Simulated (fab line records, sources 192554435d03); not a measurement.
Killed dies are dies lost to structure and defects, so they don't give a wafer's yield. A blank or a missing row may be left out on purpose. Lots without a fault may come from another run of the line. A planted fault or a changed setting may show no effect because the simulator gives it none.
fab line records | flow n5_finfet
record lots=24 wafers=72 last_day=18
route steps=1938 shown ZERO_LAYER@4 WELL_APT@45 PMOS_HMC_CHANNEL_EPI@73
lots that met no fault: from a run of the same line without faults
start_h: hours from the record's first day to the start of the lot's first wafer shown | wait_h: hours since the lot's step before | " the same as in the row above | L1.1+2: a row that stands for several wafers | - no value, or no start given | * or withheld: withheld | < > ~ a bound
route shown NAME@n: a module of which the file shows steps, and the number in the route of the first | usual: mean/standard deviation of fault-free wafers | same: alike in all rows | chamber/n: place in a boat | sites: the reading at each site | _std_site: their standard deviation | _edge_site: outer sites' mean less inner sites' | radius_mm: how far each site lies from the wafer's centre | mask NAME#n: copy n | behind: the tool/chamber that last shaped the wafer | hold: why the lot was held/for how many hours/how that ended | device: the transistor (n, p or np) that didn't switch | end of line: the same wafers' tests at the end of the route | a step without rows: its recipe alone | killed: dies lost to structure and defects at the first sort, not the wafer's yield | map: a wafer's dies, x killed, . not, _ none there
set.NAME: the setting as run; set.NAME@STEP: as run at that earlier step | model.NAME: the simulator's own value behind a step, which no gauge read
steps of the route over a sample of lots; a table a step, a row a wafer
services: from which hour (start_h, from the record's first day; less than 0 if before it) a tool's chamber was out of use, for how many hours, and why
## steps
# step N5_ZERO_LAYER_PECVD_02
# recipe material=SiO2 target_thk_a=100 temp_c=400 precursor=SiH4/N2O pressure_torr=0.75 rf_w=275 time_s=6
# usual heater_power_w=753/120 showerhead_plenum_p_Torr=8.18/0.13
# columns lot.wafer tool chamber start_h wait_h heater_power_w showerhead_plenum_p_Torr
L074.1 pecvd-01 1 12.28 0.0 655 8.00
L074.4 " 2 " " 792 8.30
L074.6 " 1 " " 645 8.02
L075.3 pecvd-01 2 18.30 0.0 741 8.29
L075.4 " 2 " " 745 8.28
L075.5 " 0 " " 809 8.34
L076.3 pecvd-04 1 24.28 0.0 703 8.20
L076.4 " 0 " " 604 8.37
L076.6 " 2 " " 768 8.11
L077.3 pecvd-04 1 30.28 0.0 662 8.20
L077.4 " 1 " " 649 8.21
L077.6 " 2 " " 769 8.13
L078.2 pecvd-01 1 36.30 0.0 568 7.98
L078.4 " 1 " " 580 8.00
L078.6 " 2 " " 861 8.29
L079.1 pecvd-02 0 42.28 0.0 648 8.07
L079.2 " 1 " " 1022 8.26
L079.4 " 1 " " 1043 8.25
L080.1 pecvd-04 2 48.30 0.0 685 8.13
L080.3 " 0 " " 613 8.38
L080.6 " 0 " " 640 8.39
L081.2 pecvd-01 2 54.30 0.0 828 8.27
L081.4 " 0 " " 713 8.35
L081.6 " 1 " " 624 8.00
L082.1 pecvd-01 0 60.30 0.0 866 8.36
L082.2 " 1 " " 607 8.03
L082.6 " 0 " " 856 8.34
L083.1 pecvd-01 2 66.28 0.0 878 8.26
L083.4 " 2 " " 886 8.28
L083.5 " 1 " " 618 8.00
L084.3 pecvd-02 1 72.28 0.0 901 8.24
L084.5 " 0 " " 713 8.06
L084.6 " 2 " " 755 7.99
L085.2 pecvd-02 1 78.29 0.0 959 8.23
L085.4 " 0 " " 675 8.07
L085.5 " 2 " " 861 7.99
L086.1 pecvd-01 0 84.30 0.0 838 8.35
L086.3 " 1 " " 591 7.99
L086.5 " 1 " " 589 8.00
L087.3 pecvd-02 2 90.30 0.0 859 8.01
L087.4 " 1 " " 879 8.25
L087.6 " 0 " " 681 8.07
L088.2 pecvd-04 2 96.28 0.0 786 8.12
L088.5 " 0 " " 626 8.40
L088.6 " 2 " " 778 8.11
L089.4 pecvd-02 2 102.33 0.1 783 8.00
L089.5 " 0 " " 671 8.10
L089.6 " 1 " " 969 8.26
L090.1 pecvd-04 0 108.47 0.0 616 8.38
L090.3 " 1 " " 733 8.22
L090.5 " 2 " " 718 8.13
L091.1 pecvd-02 1 114.47 0.0 1000 8.27
L091.2 " 0 " " 606 8.08
L091.3 " 0 " " 583 8.06
L092.3 pecvd-02 0 120.31 0.1 682 8.07
L092.5 " 0 " " 675 8.10
L092.6 " 1 " " 960 8.25
L093.2 pecvd-04 0 126.28 0.0 612 8.33
L093.5 " 2 " " 712 8.11
L093.6 " 1 " " 731 8.23
L094.1 pecvd-02 2 132.47 0.0 782 8.02
L094.4 " 0 " " 640 8.06
L094.6 " 2 " " 772 8.00
L095.1 pecvd-02 1 138.29 0.0 1038 8.24
L095.3 " 0 " " 623 8.08
L095.4 " 2 " " 842 8.00
L096.2 pecvd-02 2 144.28 0.0 767 7.99
L096.4 " 1 " " 859 8.25
L096.6 " 0 " " 669 8.07
L097.1 pecvd-04 0 150.28 0.0 604 8.39
L097.5 " 0 " " 620 8.40
L097.6 " 1 " " 599 8.20
# step N5_ZERO_LAYER_ETCH_17
# recipe chemistry=CF4 target=SiO2 target_depth_a=120 time_s=13.3 ion_energy_ev=350 pressure_mtorr=40 source_w=450 bias_w=215 Ar_flow_sccm=100 cf4_flow_sccm=100
# usual bias_w=215.0/0.68 cf4_flow_sccm=100.00/0.3 drypump_motor_current_A=5.9/0.68 oes_product_au=0.79/0.072 rf_vpp_V=949/3.7 showerhead_plenum_p_Torr=2.14/0.053 throttle_valve_pct=15.52/0.2
# columns lot.wafer tool chamber start_h wait_h bias_w cf4_flow_sccm drypump_motor_current_A oes_product_au rf_hours_counter_h rf_vpp_V showerhead_plenum_p_Torr throttle_valve_pct
L074.1 rie_diel-03 3 12.71 0.0 216.0 99.97 6.4 0.77 154 948 2.13 15.61
L074.4 " 1 " " 214.5 100.16 5.3 0.67 245 952 2.19 15.57
L074.6 " 1 " " 215.6 99.68 5.4 0.69 - 955 2.19 15.58
L075.3 rie_diel-01 2 18.89 0.0 215.4 99.39 5.2 0.76 111 951 2.16 15.33
L075.4 " 0 " " 214.8 100.33 5.6 0.85 73 951 2.19 15.70
L075.5 " 3 " " 214.7 100.14 6.4 0.67 - 947 2.12 15.97
L076.3 rie_diel-03 2 24.71 0.0 214.9 99.78 6.6 0.81 125 944 2.06 15.66
L076.4 " 3 " " 214.4 99.88 6.4 0.77 157 950 2.13 15.61
L076.6 " 0 " " 216.0 100.08 6.4 0.83 - 951 2.16 15.32
L077.3 rie_diel-01 1 30.84 0.0 215.3 99.73 4.9 0.73 155 942 2.05 15.64
L077.4 " 0 " " 215.0 99.60 5.6 0.85 - 952 2.19 15.70
L077.6 " 1 " " 215.9 99.52 4.9 0.73 - 943 2.05 15.64
L078.2 rie_diel-04 1 36.86 0.0 214.4 100.40 4.7 0.78 111 955 2.23 15.38
L078.4 " 2 " " 215.1 99.84 6.5 0.70 226 945 2.10 15.67
L078.6 " 0 " " 215.1 99.68 5.4 0.75 - 954 2.21 15.47
L079.1 rie_diel-03 3 42.71 0.0 214.6 99.99 6.4 0.77 164 947 2.13 15.63
L079.2 " 0 " " 215.0 99.83 6.4 0.82 55 950 2.16 15.33
L079.4 " 1 " " 214.8 100.00 5.4 0.97 1 951 2.19 15.07
L080.1 rie_diel-03 0 49.09 0.0 214.3 100.18 6.4 0.83 57 950 2.16 15.35
L080.3 " 3 " " 214.3 100.19 6.5 0.76 165 948 2.13 15.63
L080.6 " 0 " " 214.8 99.78 6.4 0.83 - 952 2.16 15.35
L081.2 rie_diel-03 1 54.73 0.0 215.0 99.99 5.3 0.94 5 952 2.19 15.08
L081.4 " 0 " " 215.5 100.07 6.4 0.82 59 951 2.16 15.35
L081.6 " 3 " " 215.4 100.29 6.5 0.76 - 947 2.13 15.62
L082.1 rie_diel-03 3 60.86 0.0 214.8 99.79 6.5 0.76 168 949 2.13 15.65
L082.2 " 1 " " 214.1 99.52 5.4 0.92 7 951 2.19 15.10
L082.6 " 2 " " 214.9 100.25 6.6 0.79 - 942 2.06 15.67
L083.1 rie_diel-04 0 67.04 0.0 215.4 99.91 5.4 0.74 157 955 2.21 15.49
L083.4 " 1 " " 213.2 100.39 4.7 0.78 121 955 2.23 15.41
L083.5 " 0 " " 214.4 99.84 5.4 0.74 - 954 2.21 15.50
L084.3 rie_diel-03 2 72.84 0.0 214.8 100.34 6.6 0.79 141 944 2.06 15.68
L084.5 " 2 " " 215.1 99.89 6.6 0.79 - 943 2.06 15.69
L084.6 " 1 " " 214.8 99.54 5.4 0.92 - 952 2.19 15.11
L085.2 rie_diel-03 2 78.84 0.0 214.7 100.00 6.6 0.79 144 944 2.06 15.68
L085.4 " 3 " " 214.3 99.78 6.4 0.76 174 948 2.12 15.65
L085.5 " 0 " " 214.3 100.03 6.4 0.81 - 951 2.16 15.37
L086.1 rie_diel-01 0 84.86 0.0 215.1 100.03 5.6 0.83 94 950 2.18 15.73
L086.3 " 2 " " 214.7 99.60 5.2 0.73 132 949 2.16 15.37
L086.5 " 0 " " 214.4 99.69 5.6 0.83 - 951 2.18 15.74
L087.3 rie_diel-04 3 90.86 0.0 214.4 99.78 6.7 0.86 34 947 2.11 15.51
L087.4 " 1 " " 214.4 100.45 4.7 0.78 128 954 2.23 15.43
L087.6 " 1 " " 214.7 100.09 4.7 0.77 - 954 2.23 15.43
L088.2 rie_diel-03 0 96.84 0.0 215.8 100.18 6.4 0.81 66 950 2.16 15.37
L088.5 " 0 " " 214.9 100.24 6.4 0.81 - 952 2.16 15.36
L088.6 " 1 " " 215.2 100.14 5.3 0.89 - 952 2.18 15.11
L089.4 rie_diel-04 3 102.93 0.0 214.6 100.49 6.8 0.87 37 946 2.10 15.49
L089.5 " 3 " " 214.9 100.26 6.7 0.86 - 946 2.10 15.51
L089.6 " 2 " " 214.4 99.63 6.5 0.69 - 947 2.10 15.69
L090.1 rie_diel-04 1 109.03 0.0 215.9 100.61 4.7 0.76 133 955 2.23 15.43
L090.3 " 3 " " 214.7 100.22 6.7 0.87 39 946 2.10 15.49
L090.5 " 1 " " 215.8 100.57 4.7 0.77 - 956 2.23 15.45
L091.1 rie_diel-01 0 115.05 0.0 215.2 99.84 5.6 0.82 101 950 2.18 15.74
L091.2 " 3 " " 214.0 100.27 6.4 0.90 21 947 2.11 15.53
L091.3 " 1 " " 213.7 99.91 4.9 0.71 178 944 2.05 15.69
L092.3 rie_diel-03 1 120.86 0.0 215.1 99.90 5.3 0.88 27 951 2.18 15.13
L092.5 " 2 " " 213.4 100.52 6.6 0.77 - 943 2.05 15.72
L092.6 " 3 " " 214.8 99.67 6.4 0.75 - 947 2.12 15.66
L093.2 rie_diel-01 3 126.84 0.0 214.2 100.43 6.4 0.90 26 947 2.11 15.53
L093.5 " 2 " " 214.4 99.81 5.2 0.73 - 949 2.15 15.40
L093.6 " 1 " " 214.0 100.23 4.9 0.72 - 943 2.05 15.70
L094.1 rie_diel-01 1 133.20 0.0 215.2 100.27 4.9 0.71 184 943 2.05 15.70
L094.4 " 3 " " 215.6 99.65 6.4 0.88 28 946 2.11 15.55
L094.6 " 2 " " 216.4 99.93 5.2 0.72 - 948 2.15 15.39
L095.1 rie_diel-03 1 138.85 0.0 214.4 99.80 5.3 0.88 33 951 2.18 15.13
L095.3 " 2 " " 215.0 100.11 6.6 0.77 163 945 2.05 15.72
L095.4 " 3 " " 215.5 99.75 6.5 0.74 193 947 2.12 15.69
L096.2 rie_diel-01 1 145.18 0.0 215.6 100.16 4.9 0.71 186 942 2.04 15.72
L096.4 " 2 " " 215.4 100.19 5.2 0.73 149 950 2.15 15.40
L096.6 " 2 " " 216.1 99.74 5.2 0.72 - 948 2.15 15.41
L097.1 rie_diel-01 1 150.89 0.0 215.2 99.50 4.9 0.71 188 942 2.04 15.69
L097.5 " 0 " " 215.2 99.54 5.6 0.81 - 951 2.17 15.77
L097.6 " 3 " " 216.3 99.95 6.4 0.88 - 946 2.11 15.56
# step N5_ZERO_LAYER_ETCH_18
# recipe chemistry=HBr/Cl2 target=Si target_depth_a=1200 time_s=40 pressure_mtorr=10 icp_w=800 bias_w=75 HBr_flow_sccm=150 Cl2_flow_sccm=80
# usual bias_w=75.01/0.19 drypump_motor_current_A=5.6/0.61 oes_product_au=1.004/0.018 throttle_valve_pct=36.4/0.34
# columns lot.wafer tool chamber start_h wait_h bias_w drypump_motor_current_A oes_product_au rf_hours_counter_h throttle_valve_pct
L074.1 rie_si-03 0 12.79 0.0 75.07 5.6 0.994 106 36.7
L074.4 " 1 " " 74.77 5.4 1.009 201 35.7
L074.6 " 2 " " 75.25 5.0 1.035 - 37.1
L075.3 rie_si-04 1 18.96 0.0 74.92 4.9 0.974 130 36.0
L075.4 " 2 " " 74.79 6.5 0.980 141 36.6
L075.5 " 2 " " 75.09 6.5 0.979 - 36.6
L076.3 rie_si-04 2 24.79 0.0 75.16 6.5 0.996 141 36.6
L076.4 " 0 " " 74.56 6.0 0.985 201 36.5
L076.6 " 1 " " 74.66 4.8 0.971 - 36.0
L077.3 rie_si-01 0 30.91 0.0 75.36 6.1 1.025 132 36.0
L077.4 " 3 " " 75.17 6.6 0.984 80 36.4
L077.6 " 1 " " 74.86 4.7 0.988 - 36.1
L078.2 rie_si-03 2 36.93 0.0 74.87 4.9 1.032 191 37.0
L078.4 " 1 " " 74.69 5.4 1.020 202 35.8
L078.6 " 2 " " 74.88 4.9 1.034 - 37.1
L079.1 rie_si-03 0 42.79 0.0 75.06 5.6 1.006 106 36.7
L079.2 " 3 " " 74.91 5.2 0.998 42 36.2
L079.4 " 2 " " 75.01 4.9 1.039 191 37.0
L080.1 rie_si-03 1 49.16 0.0 75.14 5.5 1.007 202 35.7
L080.3 " 2 " " 75.34 4.9 1.033 191 37.1
L080.6 " 3 " " 75.01 5.2 0.996 - 36.2
L081.2 rie_si-03 1 54.80 0.0 75.04 5.5 1.009 202 35.7
L081.4 " 0 " " 74.75 5.6 0.997 107 36.7
L081.6 " 0 " " 74.96 5.6 1.002 - 36.8
L082.1 rie_si-01 3 60.93 0.0 75.14 6.6 0.985 81 36.4
L082.2 " 1 " " 74.91 4.7 0.989 186 36.2
L082.6 " 3 " " 75.34 6.6 0.990 - 36.4
L083.1 rie_si-03 0 67.12 0.0 74.80 5.6 1.000 107 36.8
L083.4 " 1 " " 75.12 5.5 1.014 202 35.7
L083.5 " 1 " " 75.23 5.4 1.006 - 35.7
L084.3 rie_si-04 3 72.91 0.0 75.34 5.5 1.009 127 36.7
L084.5 " 3 " " 74.88 5.5 1.000 - 36.7
L084.6 " 2 " " 75.05 6.6 0.990 - 36.6
L085.2 rie_si-04 3 78.92 0.0 75.37 5.5 1.001 128 36.6
L085.4 " 3 " " 75.14 5.5 1.007 - 36.6
L085.5 " 1 " " 74.98 4.8 0.989 - 36.0
L086.1 rie_si-01 3 84.93 0.0 75.13 6.6 0.985 81 36.4
L086.3 " 1 " " 74.72 4.7 0.993 186 36.1
L086.5 " 1 " " 75.34 4.7 0.986 - 36.2
L087.3 rie_si-01 2 90.93 0.0 75.04 5.7 1.011 120 36.5
L087.4 " 0 " " 75.06 6.0 1.024 133 36.0
L087.6 " 3 " " 75.17 6.6 0.975 - 36.4
L088.2 rie_si-03 3 96.91 0.0 74.52 5.2 0.997 43 36.2
L088.5 " 2 " " 75.08 4.9 1.038 - 37.1
L088.6 " 1 " " 75.08 5.5 1.008 - 36.1
L089.4 rie_si-03 2 103.00 0.0 75.38 4.9 1.038 193 37.1
L089.5 " 2 " " 74.75 4.9 1.043 - 37.1
L089.6 " 3 " " 75.15 5.2 0.995 - 36.2
L090.1 rie_si-01 0 109.10 0.0 74.90 6.1 1.022 133 36.0
L090.3 " 3 " " 74.94 6.6 0.984 82 36.4
L090.5 " 0 " " 74.79 6.1 1.027 - 36.0
L091.1 rie_si-01 2 115.12 0.0 74.90 5.7 1.017 121 36.5
L091.2 " 1 " " 74.95 4.7 0.993 187 36.1
L091.3 " 3 " " 75.02 6.5 0.982 82 36.4
L092.3 rie_si-01 1 120.94 0.0 75.18 4.7 0.984 187 36.1
L092.5 " 1 " " 75.14 4.7 0.988 - 36.2
L092.6 " 2 " " 74.76 5.7 1.014 - 36.5
L093.2 rie_si-01 2 126.92 0.1 75.18 5.7 1.023 121 36.5
L093.5 " 0 " " 74.76 6.0 1.027 - 36.0
L093.6 " 3 " " 75.07 6.6 0.981 - 36.4
L094.1 rie_si-01 1 133.27 0.0 75.14 4.7 0.977 187 36.2
L094.4 " 3 " " 74.98 6.6 0.977 82 36.4
L094.6 " 3 " " 74.87 6.6 0.984 - 36.4
L095.1 rie_si-01 2 138.92 0.0 75.05 5.7 1.018 121 36.5
L095.3 " 0 " " 74.99 6.1 1.022 133 36.0
L095.4 " 1 " " 75.42 4.7 0.993 187 36.2
L096.2 rie_si-01 3 145.25 0.0 74.88 6.6 0.989 83 36.4
L096.4 " 1 " " 74.80 4.8 0.993 187 36.1
L096.6 " 1 " " 74.73 4.7 0.984 - 36.2
L097.1 rie_si-01 0 150.96 0.0 74.99 6.1 1.023 134 36.0
L097.5 " 1 " " 74.96 4.7 0.993 - 36.1
L097.6 " 2 " " 74.73 5.7 1.023 - 36.5
# step N5_WELL_APT_INSPECT_27
# recipe mode=adi inspect_instrument=macro
# usual raw_defect_count=1.9/1.3
# columns lot.wafer tool chamber start_h wait_h raw_defect_count
L074.1 defect_inspect-02 - 16.12 0.0 3
L074.4 " - " " 0
L074.6 " - " " 1
L075.3 defect_inspect-01 - 21.16 0.0 4
L075.4 " - " " 0
L075.5 " - " " 2
L076.3 defect_inspect-01 - 26.97 0.0 2
L076.4 " - " " 1
L076.6 " - " " 3
L077.3 defect_inspect-01 - 32.98 0.0 1
L077.4 " - " " 0
L077.6 " - " " 1
L078.2 defect_inspect-02 - 39.01 0.0 1
L078.4 " - " " 4
L078.6 " - " " 2
L079.1 defect_inspect-02 - 44.98 0.0 1
L079.2 " - " " 2
L079.4 " - " " 1
L080.1 defect_inspect-02 - 51.38 0.0 0
L080.3 " - " " 3
L080.6 " - " " 2
L081.2 defect_inspect-02 - 56.91 0.0 0
L081.4 " - " " 3
L081.6 " - " " 3
L082.1 defect_inspect-02 - 63.00 0.0 2
L082.2 " - " " 2
L082.6 " - " " 4
L083.1 defect_inspect-02 - 69.22 0.0 1
L083.4 " - " " 3
L083.5 " - " " 3
L084.3 defect_inspect-02 - 74.99 0.0 1
L084.5 " - " " 3
L084.6 " - " " 1
L085.2 defect_inspect-02 - 81.43 0.0 3
L085.4 " - " " 2
L085.5 " - " " 3
L086.1 defect_inspect-02 - 86.87 0.0 1
L086.3 " - " " 0
L086.5 " - " " 3
L087.3 defect_inspect-01 - 93.01 0.0 6
L087.4 " - " " 2
L087.6 " - " " 1
L088.2 defect_inspect-02 - 99.14 0.0 2
L088.5 " - " " 1
L088.6 " - " " 4
L089.4 defect_inspect-01 - 105.20 0.0 2
L089.5 " - " " 0
L089.6 " - " " 2
L090.1 defect_inspect-02 - 111.17 0.0 2
L090.3 " - " " 5
L090.5 " - " " 0
L091.1 defect_inspect-01 - 117.87 0.0 2
L091.2 " - " " 2
L091.3 " - " " 2
L092.3 defect_inspect-01 - 123.04 0.0 2
L092.5 " - " " 3
L092.6 " - " " 0
L093.2 defect_inspect-02 - 129.55 0.0 2
L093.5 " - " " 1
L093.6 " - " " 4
L094.1 defect_inspect-01 - 135.23 0.0 4
L094.4 " - " " 2
L094.6 " - " " 1
L095.1 defect_inspect-01 - 141.14 0.0 2
L095.3 " - " " 3
L095.4 " - " " 0
L096.2 defect_inspect-02 - 147.32 0.0 3
L096.4 " - " " 2
L096.6 " - " " 3
L097.1 defect_inspect-01 - 154.50 0.0 2
L097.5 " - " " 2
L097.6 " - " " 1
# step N5_PMOS_HMC_CHANNEL_EPI_ETCH_38
# recipe chemistry=CF4 target=SiO2 target_depth_a=15 ion_energy_ev=350 pressure_mtorr=10 icp_w=800 bias_w=400 cf4_flow_sccm=80
# usual bias_w=400.0/1.3 cf4_flow_sccm=80.00/0.24 drypump_motor_current_A=6.0/0.47 oes_product_au=0.993/0.02 throttle_valve_pct=21.85/0.16
# columns lot.wafer tool chamber start_h wait_h bias_w cf4_flow_sccm drypump_motor_current_A oes_product_au rf_hours_counter_h throttle_valve_pct
L074.1 rie_si-05 3 18.89 0.0 402.5 79.87 5.9 1.003 54 21.75
L074.4 " 2 " " 402.3 79.80 6.2 0.992 183 22.07
L074.6 " 1 " " 400.8 79.94 6.7 0.966 - 21.63
L075.3 rie_si-05 3 23.81 0.0 399.5 79.59 5.9 1.021 54 21.76
L075.4 " 2 " " 400.8 80.04 6.3 1.003 183 22.08
L075.5 " 3 " " 398.8 79.94 5.9 1.017 - 21.75
L076.3 rie_si-05 2 29.65 0.0 402.6 79.95 6.3 0.994 183 22.07
L076.4 " 0 " " 399.3 80.26 5.6 0.977 79 21.76
L076.6 " 3 " " 399.9 80.10 5.9 1.007 - 21.74
L077.3 rie_si-05 3 35.96 0.0 399.8 79.53 5.9 1.017 54 21.76
L077.4 " 2 " " 398.9 79.96 6.3 0.993 183 22.09
L077.6 " 0 " " 399.2 79.80 5.6 0.978 - 21.78
L078.2 rie_si-05 0 42.13 0.0 399.8 79.69 5.6 0.982 80 21.78
L078.4 " 2 " " 401.2 80.02 6.2 0.984 184 22.08
L078.6 " 2 " " 399.4 80.16 6.3 0.990 - 22.08
L079.1 rie_si-05 3 47.79 0.0 402.4 79.84 5.9 1.011 54 21.77
L079.2 " 2 " " 399.6 80.26 6.3 0.991 184 22.08
L079.4 " 1 " " 399.1 80.21 6.7 0.972 48 21.64
L080.1 rie_si-06 0 54.25 0.0 399.5 79.83 5.8 0.975 4 22.03
L080.3 " 2 " " 401.4 80.13 5.8 1.015 179 21.77
L080.6 " 1 " " 401.4 79.90 6.4 1.008 - 21.97
L081.2 rie_si-02 3 59.91 0.0 400.5 79.88 5.3 0.989 201 21.80
L081.4 " 1 " " 400.0 79.94 6.3 0.964 - 21.94
L081.6 " 3 " " 398.6 80.10 5.3 0.993 - 21.79
L082.1 rie_si-06 1 65.55 0.0 400.3 80.17 6.3 1.015 135 21.97
L082.2 " 0 " " 401.4 79.91 5.8 0.979 5 22.02
L082.6 " 0 " " 399.2 79.59 5.8 0.971 - 22.02
L083.1 rie_si-02 1 72.00 0.0 398.0 79.91 6.3 0.977 5 21.95
L083.4 " 2 " " 398.9 80.15 5.8 1.026 174 21.53
L083.5 " 3 " " 398.1 79.71 5.3 1.000 - 21.80
L084.3 rie_si-06 2 77.67 0.0 402.3 80.00 5.7 1.030 179 21.77
L084.5 " 3 " " 398.3 79.83 5.2 1.006 - 21.89
L084.6 " 2 " " 400.9 79.92 5.7 1.025 - 21.77
L085.2 rie_si-02 0 84.58 0.0 399.9 79.89 6.7 0.988 139 21.83
L085.4 " 0 " " 398.7 80.07 6.7 0.991 - 21.85
L085.5 " 1 " " 398.8 80.17 6.3 0.962 - 21.95
L086.1 rie_si-06 1 89.67 0.0 402.5 80.17 6.3 1.000 135 21.97
L086.3 " 0 " " 401.4 80.24 5.8 0.956 5 22.00
L086.5 " 3 " " 400.2 80.04 5.2 0.996 - 21.88
L087.3 rie_si-02 0 96.56 0.0 401.8 79.96 6.7 1.001 139 21.83
L087.4 " 2 " " 400.3 80.24 5.8 1.030 174 21.56
L087.6 " 1 " " 401.0 80.01 6.3 0.970 - 21.94
L088.2 rie_si-06 3 102.36 0.0 402.0 80.12 5.2 0.989 145 21.88
L088.5 " 2 " " 398.9 80.01 5.7 1.020 - 21.77
L088.6 " 3 " " 402.6 80.03 5.2 0.984 - 21.87
L089.4 rie_si-06 3 108.11 0.0 398.6 80.24 5.2 0.995 145 21.88
L089.5 " 3 " " 401.6 79.94 5.2 0.995 - 21.90
L089.6 " 2 " " 399.5 79.87 5.7 1.019 - 21.76
L090.1 rie_si-02 2 114.08 0.0 400.3 80.17 5.8 1.015 174 21.54
L090.3 " 3 " " 397.6 79.97 5.3 0.998 0 21.46
L090.5 " 3 " " 399.5 80.04 5.3 0.986 - 21.46
L091.1 rie_si-06 2 120.92 0.0 398.3 80.04 5.7 1.015 180 21.77
L091.2 " 3 " " 399.6 80.18 5.2 0.995 146 21.89
L091.3 " 0 " " 401.6 80.11 5.9 0.969 6 22.01
L092.3 rie_si-06 1 125.70 0.0 399.1 80.17 6.3 1.026 136 21.97
L092.5 " 3 " " 400.5 79.89 5.2 1.004 - 21.90
L092.6 " 2 " " 400.4 79.69 5.8 1.029 - 21.78
L093.2 rie_si-06 0 132.28 0.0 400.2 79.78 5.8 0.967 6 22.03
L093.5 " 0 " " 399.8 79.67 5.8 0.957 - 22.03
L093.6 " 1 " " 399.6 79.64 6.3 1.009 - 21.96
L094.1 rie_si-05 3 138.12 0.0 398.4 80.07 5.9 1.009 56 21.76
L094.4 " 2 " " 397.3 79.81 6.3 0.996 185 22.09
L094.6 " 1 " " 399.5 80.16 6.7 0.960 - 21.63
L095.1 rie_si-06 1 144.26 0.0 399.9 80.37 6.4 1.023 136 21.96
L095.3 " 0 " " 400.1 79.99 5.8 0.971 6 22.02
L095.4 " 1 " " 399.8 80.21 6.3 1.015 - 21.96
L096.2 rie_si-05 0 150.71 0.0 398.8 79.83 5.6 0.982 82 21.77
L096.4 " 1 " " 400.5 80.22 6.7 0.973 - 21.63
L096.6 " 0 " " 398.8 79.27 5.6 0.976 - 21.76
L097.1 rie_si-06 1 158.93 0.0 400.6 79.78 6.3 1.020 136 21.97
L097.5 " 3 " " 400.4 79.77 5.2 1.000 - 21.89
L097.6 " 0 " " 398.0 79.65 5.9 0.986 - 22.02
# step N5_PMOS_HMC_CHANNEL_EPI_CMP_21
# recipe material=SiGe30 post_cmp_clean=alkaline_brush target_thk_nm=54
# usual motor_current_A=10.9/1.3 slurry_flow_ml_min=150.0/0.51
# columns lot.wafer tool chamber start_h wait_h motor_current_A slurry_flow_ml_min
L074.4 cmp-03 0 20.51 0.1 9.9 150.1
L074.1 " 1 " " 9.8 150.3
L074.6 " 2 " " 10.6 149.8
L075.4 cmp-03 0 25.41 0.1 10.1 150.3
L075.3 " 1 " " 10.1 149.8
L075.5 " 2 " " 10.5 150.5
L076.4 cmp-04 2 31.18 0.0 10.3 149.6
L076.3 " 1 " " 12.4 151.2
L076.6 " 2 " " 10.0 149.3
L077.4 cmp-03 3 37.53 0.1 12.5 151.1
L077.3 " 1 " " 10.0 150.2
L077.6 " 3 " " 12.5 149.9
L078.2 cmp-02 1 43.71 0.1 11.6 150.0
L078.4 " 3 " " 10.2 150.3
L078.6 " 0 " " 12.1 151.0
L079.4 cmp-03 0 49.36 0.1 9.9 150.2
L079.1 " 1 " " 10.1 150.3
L079.2 " 2 " " 10.8 150.4
L080.3 cmp-03 3 55.82 0.1 12.7 150.2
L080.1 " 0 " " 10.3 150.2
L080.6 " 3 " " 12.3 149.8
L081.2 cmp-04 2 61.45 0.0 10.0 149.8
L081.4 " 1 " " 13.5 150.5
L081.6 " 2 " " 10.6 150.0
L082.2 cmp-03 1 67.13 0.1 10.0 149.6
L082.1 " 3 " " 12.7 150.4
L082.6 " 1 " " 10.0 149.2
L083.4 cmp-03 1 73.54 0.0 10.1 149.8
L083.1 " 3 " " 12.5 149.5
L083.5 " 2 " " 10.7 150.2
L084.3 cmp-04 1 79.20 0.0 13.5 150.0
L084.5 " 1 " " 12.6 150.2
L084.6 " 2 " " 10.8 150.9
L085.4 cmp-03 1 86.23 0.1 9.5 150.3
L085.2 " 2 " " 10.5 149.3
L085.5 " 3 " " 13.1 150.5
L086.3 cmp-04 2 91.63 0.1 10.4 150.6
L086.1 " 0 " " 9.1 149.9
L086.5 " 1 " " 13.9 150.1
L087.3 cmp-04 1 98.16 0.0 12.5 149.1
L087.4 " 2 " " 11.1 149.8
L087.6 " 1 " " 13.3 150.2
L088.2 cmp-02 3 104.00 0.1 10.2 150.3
L088.6 " 0 " " 11.9 150.3
L088.5 " 1 " " 11.0 149.6
L089.4 cmp-03 2 110.05 0.0 10.7 149.7
L089.5 " 2 " " 10.3 149.6
L089.6 " 3 " " 12.4 149.4
L090.3 cmp-04 2 115.60 0.0 10.7 149.8
L090.1 " 1 " " 12.8 149.9
L090.5 " 2 " " 10.3 150.6
L091.3 cmp-02 1 122.84 0.0 11.7 150.1
L091.2 " 3 " " 9.8 149.5
L091.1 " 0 " " 12.3 150.7
L092.3 cmp-03 3 127.73 0.1 12.5 150.0
L092.5 " 3 " " 12.8 150.2
L092.6 " 0 " " 9.8 149.4
L093.2 cmp-04 3 133.99 0.1 11.4 150.7
L093.5 " 2 " " 10.2 149.2
L093.6 " 3 " " 11.5 149.7
L094.4 cmp-02 2 140.06 0.0 8.6 149.2
L094.1 " 0 " " 12.5 150.3
L094.6 " 3 " " 10.1 149.9
L095.4 cmp-04 1 146.18 0.0 13.4 149.2
L095.3 " 3 " " 11.4 149.8
L095.1 " 0 " " 9.6 148.9
L096.4 cmp-02 3 152.68 0.1 9.8 149.9
L096.2 " 0 " " 13.3 149.9
L096.6 " 3 " " 9.8 149.9
L097.1 cmp-04 2 160.56 0.1 10.5 150.4
L097.5 " 3 " " 12.0 150.6
L097.6 " 0 " " 9.3 149.7
## services
# columns tool chamber start_h hours kind
cmp-02 - -9.11 7.5 pm
rie_si-01 1 9.34 15.9 repair
pecvd-02 - 16.87 2.8 pm
rie_diel-01 0 19.89 2.4 repair
rie_si-02 2 21.87 8.0 repair
cmp-02 - 23.10 0.7 repair
pecvd-01 - 31.62 0.9 repair
rie_si-06 - 31.67 14.6 pm
cmp-02 - 34.89 0.7 repair
rie_si-05 - 39.26 0.9 repair
cmp-04 - 43.39 4.9 pm
cmp-04 - 50.90 4.0 pm
rie_diel-03 0 65.90 7.4 repair
cmp-03 - 78.30 0.3 repair
rie_diel-03 0 79.78 8.1 repair
rie_si-03 1 90.33 5.1 repair
cmp-03 - 91.87 5.3 pm
pecvd-02 2 113.23 8.5 repair
pecvd-02 0 120.54 5.8 repair
rie_diel-01 1 136.98 6.2 repair
rie_si-06 2 138.78 8.2 repair
rie_si-05 3 146.86 29.3 repair
cmp-03 - 147.29 3.1 repair
rie_diel-01 3 159.74 5.1 repair
## key
fault none
